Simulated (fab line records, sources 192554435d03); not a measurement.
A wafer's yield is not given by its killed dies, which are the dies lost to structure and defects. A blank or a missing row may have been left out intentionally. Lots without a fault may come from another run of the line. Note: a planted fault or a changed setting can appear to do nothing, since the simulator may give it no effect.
Matching of chambers || flow n5-finfet || 4 sister chambers for N5_BEOL_M12_DESCUM_15 on rie-diel-01
The step chemistry O2, time 7.9 s. 4 wafers are shown with their chamber, then 7 later ones without.

## WAFERS, EACH WITH ITS CHAMBER
{"wafer": "L081.1", "chamber": 0, "throttle-valve-pct (%)": 20.57}
{"wafer": "L087.6", "chamber": 2, "throttle-valve-pct (%)": 20.68}
{"wafer": "L091.2", "chamber": 3, "throttle-valve-pct (%)": 20.66}
{"wafer": "L091.5", "chamber": 1, "throttle-valve-pct (%)": 20.36}

## WAFERS WITHOUT THEIR CHAMBER
{"wafer": "L091.6", "throttle-valve-pct (%)": 20.68}
{"wafer": "L093.2", "throttle-valve-pct (%)": 20.70}
{"wafer": "L093.3", "throttle-valve-pct (%)": 20.37}
{"wafer": "L093.4", "throttle-valve-pct (%)": 20.69}
{"wafer": "L097.3", "throttle-valve-pct (%)": 20.33}
{"wafer": "L097.4", "throttle-valve-pct (%)": 20.39}
{"wafer": "L097.5", "throttle-valve-pct (%)": 20.63}

## WHICH CHAMBER EACH WENT THROUGH
{"wafer": "L091.6", "from the rows above": "can't be placed: 2 or 3", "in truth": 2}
{"wafer": "L093.2", "from the rows above": "can't be placed: 2 or 3", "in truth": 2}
{"wafer": "L093.3", "from the rows above": 1, "in truth": 1}
{"wafer": "L093.4", "from the rows above": "can't be placed: 2 or 3", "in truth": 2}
{"wafer": "L097.3", "from the rows above": 1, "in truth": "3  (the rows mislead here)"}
{"wafer": "L097.4", "from the rows above": 1, "in truth": 1}
{"wafer": "L097.5", "from the rows above": "can't be placed: 3 or 2 or 0", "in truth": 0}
Placed correctly: 2 of 7. These rows do not allow placing 4 (true chamber among the candidates in 4). Wrongly placed: 1.
How it was worked out, from the rows above alone: a wafer's distance from a chamber is the root of the sum, over the readings, of the square of ((its reading less the chamber's mean) divided by the reading's scatter). The wafer belongs to the nearest chamber; if the next one is less than 2 further off, it can't be placed. Each chamber's mean is taken over the wafers shown for it. The scatter: with one shown wafer a chamber, the root of the mean of the squares of how far each hidden wafer lies from its nearest shown one.
